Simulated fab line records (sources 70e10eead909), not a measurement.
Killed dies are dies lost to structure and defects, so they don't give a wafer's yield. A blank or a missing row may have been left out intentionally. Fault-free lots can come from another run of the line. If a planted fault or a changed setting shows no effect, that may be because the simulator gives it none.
A struck lot beside a sound one / flow nand harc / 14 steps out of a route of 1302
Sound: the wafers L825.3, L825.4, L825.6. Wafers struck: L830.1, L830.5, L830.6. At the end, the cause is stated.
Order at every step that has rows: each side's tool, ch and its chambers, its first start. Under that, the readings that differ: sound wafers / struck wafers / difference of the means / sigmas: that difference in standard deviations of wafers without a fault.
alike: readings whose means differ by less than 2 such deviations, and words and numbers that are the same on both sides. not compared: withheld readings, readings that some wafer has no value for, bounds like >300 that may hide the same value, and numbers for which the record gives no deviation and whose values overlap.
Wherever a step has rows on one side only, a row that says differs or no value, or a row with sigmas, the two part there. Numbers that don't overlap but have no deviation are shown without sigmas and don't part them. Lack of a reading on every wafer of one side parts them only where that side has two or more wafers.

first, 4 steps without rows for these wafers: NHARC_A_WL_FILL_STRIP_28 (strips in post etch residue remover, time 1200 s); NHARC_A_WL_FILL_PRECLEAN_06 (cleans in DIW, time 300 s); NHARC_A_WL_FILL_SRD_07; NHARC_A_WL_FILL_ANNEAL_08 (time 1800 s).
NHARC_A_WL_FILL_ALD_10: deposits SiO2, target thk 50 nm, pulse time 10 s, ald cycles 500.
  sound on ald hk-03 ch 0,2,3, day 23 08:11; struck on ald hk-01 ch 1,2,3, day 26 22:59
  alike: heater power w, precursor pulse height rel, susceptor temp C
NHARC_A_WL_FILL_ETCHBACK_16: etches the open film in C4F8/O2/Ar, target depth 120 nm, time 24 s.
  sound on rie diel-05 ch 0,1,3; struck on rie diel-04 ch 0,1,3
  alike: oes product au, rf vpp V, run length s
  not compared: rf hours counter h
NHARC_A_WL_FILL_STRIP_29: strips in O2, time 20 s.
  sound on rie diel-05 ch 2,3, day 23 12:53; struck on rie diel-04 ch 0,1,3, day 27 04:43
reading=oes product au (a.u.); sound=0.997 0.981 0.986; struck=1.007 1.006 1.007; difference=+0.019; sigmas=+2
  alike: drypump motor current A, rf vpp V, showerhead plenum p Torr, throttle valve pct
  not compared: rf hours counter h
NHARC_A_WL_FILL_ETCHBACK_17: etches the open film in Cl2/BCl3, target depth 4 nm, time 26.7 s.
  sound on rie metal-01 ch 0,1, day 23 13:01; struck on rie metal-01 ch 0,1, day 27 04:47
  alike: drypump motor current A, oes product au, run length s
  not compared: rf hours counter h
then, 3 steps without rows for these wafers: NHARC_A_WL_FILL_PRECLEAN_18 (cleans in dHF, time 30 s); NHARC_A_WL_FILL_SRD_21; NHARC_A_WL_FILL_CVD_23 (deposits poly-Si, target thk 40 nm, time 800 s).
NHARC_A_WL_FILL_ETCHBACK_26: etches the open film in HBr, target depth 52 nm, time 13.3 s.
  sound on rie si-06 ch 0,2,3, day 23 18:13; struck on rie si-06 ch 1,2, day 27 10:02
reading=run length s (s); sound=35.3 35.2 34.7; struck=31.4 31.7 31.1; difference=-3.7; sigmas=-10
  alike: drypump motor current A, oes product au, throttle valve pct
  not compared: rf hours counter h
then, 1 step without rows for these wafers: NHARC_A_WL_FILL_PRECLEAN_30 (cleans in dHF, time 10 s).
-- record jumps: 3 days between struck wafers' starts before vs after; left off in module A_WL_FILL, resumes in module END, first step shown is number 1302 of the route --
NHARC_END_SORT_01:
  sound on prober-01 ch 0, day 27 03:22; struck on prober-01 ch 0, day 30 08:51
reading=killed at periphery; sound=13 12 11; struck=2 1 0; difference=-11; sigmas=-4
  alike: killed at array, killed at other, killed dies, killed open, killed short

WHERE THEY PART
Earliest at NHARC_A_WL_FILL_STRIP_29; latest, in this record, at NHARC_END_SORT_01.

WHY: what the simulator had put in
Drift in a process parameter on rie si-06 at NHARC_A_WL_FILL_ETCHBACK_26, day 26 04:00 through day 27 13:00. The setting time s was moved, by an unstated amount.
